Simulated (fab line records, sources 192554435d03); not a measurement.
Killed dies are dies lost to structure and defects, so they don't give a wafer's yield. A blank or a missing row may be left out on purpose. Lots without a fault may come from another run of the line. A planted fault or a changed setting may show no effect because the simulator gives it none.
Which tool did it? | flow n5_finfet | 12 lots, 35 wafers sampled, at 5 steps of a route of 1938

WHAT THE GAUGES READ, wafer by wafer
N5_BEOL_M4_THK_MEAS_53: measures by xrf. Usual: M4_THK 40.1 nm, standard deviation 1.6.
lot  | measured     | on            | M4_THK (nm)    | flag
L931 | day 8 23:58  | film_metro-02 | 37.3 41.2 40.2 |
L932 | day 9 04:29  | film_metro-01 | 39.0 39.8 40.9 |
L935 | day 9 05:04  | film_metro-02 | 35.8 38.4 39.5 |
L933 | day 9 12:06  | film_metro-01 | 39.2 38.7 41.2 |
L934 | day 9 14:13  | film_metro-01 | 39.3 41.7 41.5 |
L938 | day 10 03:53 | film_metro-01 | 41.5 41.0 39.9 |
L937 | day 10 06:13 | film_metro-02 | 41.0 41.6 39.0 |
L940 | day 10 15:45 | film_metro-02 | 39.6 41.7 42.9 |
L941 | day 11 09:43 | film_metro-01 | 41.8 39.4 38.3 |
L942 | day 11 09:59 | film_metro-01 | 38.4 38.7 36.7 |
L944 | day 11 14:36 | film_metro-01 | 41.3 40.4 40.4 |
L945 | day 12 01:31 | film_metro-02 | 41.2 40.7      |

N5_BEOL_M5_CD_MEAS_11: target cd 27.74 nm. Usual: cd_nm 27.89 nm, standard deviation 0.27.
lot  | measured     | on        | cd_nm (nm)        | flag
L931 | day 9 02:49  | cd_sem-01 | 28.08 27.60 27.65 |
L932 | day 9 08:19  | cd_sem-02 | 27.66 27.87 27.91 |
L935 | day 9 08:24  | cd_sem-02 | 28.39 28.13 28.09 |
L933 | day 9 16:31  | cd_sem-02 | 28.08 28.22 27.92 |
L934 | day 9 16:59  | cd_sem-01 | 28.14 27.76 27.59 |
L938 | day 10 08:48 | cd_sem-02 | 28.09 27.79 27.79 |
L937 | day 10 09:29 | cd_sem-03 | 27.59 27.47 27.42 |
L940 | day 10 18:41 | cd_sem-03 | 27.97 27.30 27.75 |
L941 | day 11 14:01 | cd_sem-03 | 27.83 27.99 28.04 |
L942 | day 11 14:13 | cd_sem-02 | 27.82 26.83 27.81 |
L944 | day 11 17:33 | cd_sem-03 | 28.17 27.96 27.71 |
L945 | day 12 04:41 | cd_sem-01 | 27.62 26.84       |

N5_BEOL_M5_OVL_MEAS_12. Usual: M5_OVL -0.2 nm, standard deviation 0.81.
lot  | measured     | on         | M5_OVL (nm)    | flag
L931 | day 9 02:51  | overlay-02 | 0.0 -0.4 -0.5  |
L932 | day 9 08:21  | overlay-01 | 1.1 0.9 0.7    |
L935 | day 9 08:26  | overlay-02 | -0.9 -0.4 -1.0 |
L933 | day 9 16:33  | overlay-02 | 0.6 -0.3 -0.7  |
L934 | day 9 17:01  | overlay-01 | -0.8 0.3 -0.7  |
L938 | day 10 08:50 | overlay-01 | -1.3 -0.6 -0.5 |
L937 | day 10 09:31 | overlay-02 | -0.3 -1.6 -1.8 |
L940 | day 10 18:43 | overlay-01 | 0.0 1.6 0.6    |
L941 | day 11 14:02 | overlay-02 | 0.8 -0.3 -0.1  |
L942 | day 11 14:15 | overlay-01 | -0.1 0.6 -0.4  |
L944 | day 11 17:35 | overlay-01 | 0.2 -0.7 0.3   |
L945 | day 12 04:43 | overlay-02 | -0.1 -1.6      |

WHICH TOOL RAN EACH LOT (tool, then ch and the chambers of the sampled wafers, then the start)
lot  | N5_BEOL_M4_SPUTTER_96        | N5_BEOL_M5_EXPOSE_08
L931 | pvd_sputter-03, day 8 23:10  | euv_scanner-01 ch 0, day 9 02:41
L932 | pvd_sputter-01, day 9 03:42  | euv_scanner-02 ch 0, day 9 08:11
L935 | pvd_sputter-02, day 9 04:16  | euv_scanner-02 ch 0, day 9 08:16
L933 | pvd_sputter-02, day 9 11:19  | euv_scanner-01 ch 0, day 9 16:23
L934 | pvd_sputter-02, day 9 13:25  | euv_scanner-02 ch 0, day 9 16:51
L938 | pvd_sputter-02, day 10 01:47 | euv_scanner-02 ch 0, day 10 08:41
L937 | pvd_sputter-01, day 10 05:26 | euv_scanner-01 ch 0, day 10 09:22
L940 | pvd_sputter-01, day 10 14:58 | euv_scanner-01 ch 0, day 10 18:33
L941 | pvd_sputter-03, day 11 08:50 | euv_scanner-01 ch 0, day 11 13:53
L942 | pvd_sputter-02, day 11 09:11 | euv_scanner-01 ch 0, day 11 14:05
L944 | pvd_sputter-02, day 11 13:49 | euv_scanner-02 ch 0, day 11 17:26
L945 | pvd_sputter-01, day 12 00:43 | euv_scanner-01 ch 0, day 12 04:34
- N5_BEOL_M4_SPUTTER_96: material Cu, target thk 4.5 nm, time 8.29 s.
- N5_BEOL_M5_EXPOSE_08: exposes mask M5, target cd 28 nm.

WHAT THE TOOLS THEMSELVES READ (means of the sampled wafers that have a number; where no wafer has one, the mark that the record gives instead)
N5_BEOL_M4_SPUTTER_96. Usual: throttle_valve_pct 30.2 %, standard deviation 1.5.
lot  | tool           | throttle_valve_pct (%) | flag
L931 | pvd_sputter-03 | 29.1                   |
L932 | pvd_sputter-01 | 30.0                   |
L935 | pvd_sputter-02 | 30.1                   |
L933 | pvd_sputter-02 | 30.3                   |
L934 | pvd_sputter-02 | 30.9                   |
L938 | pvd_sputter-02 | 30.1                   |
L937 | pvd_sputter-01 | 29.8                   |
L940 | pvd_sputter-01 | 30.3                   |
L941 | pvd_sputter-03 | 30.4                   |
L942 | pvd_sputter-02 | 30.1                   |
L944 | pvd_sputter-02 | 30.8                   |
L945 | pvd_sputter-01 | 30.4                   |

THE ANSWER, worked out from the rows above alone
Rule: a lot is off if the mean of its wafers that have a number lies more than 3 standard deviations from the usual mean. A lot without any number at a reading at which 4 lots or more have one is off too. The other lots that the step has rows for count as sound. The gauges are gone through in route order, then the tools' own readings, and for those a lot's mean is taken as printed above. The first step at which some lot is off is used, and at that step the reading that is off furthest; a lot without a number counts as furthest.
No lot is off at any reading shown: from this, nothing can be told.

WHAT THE SIMULATOR HAD PUT IN
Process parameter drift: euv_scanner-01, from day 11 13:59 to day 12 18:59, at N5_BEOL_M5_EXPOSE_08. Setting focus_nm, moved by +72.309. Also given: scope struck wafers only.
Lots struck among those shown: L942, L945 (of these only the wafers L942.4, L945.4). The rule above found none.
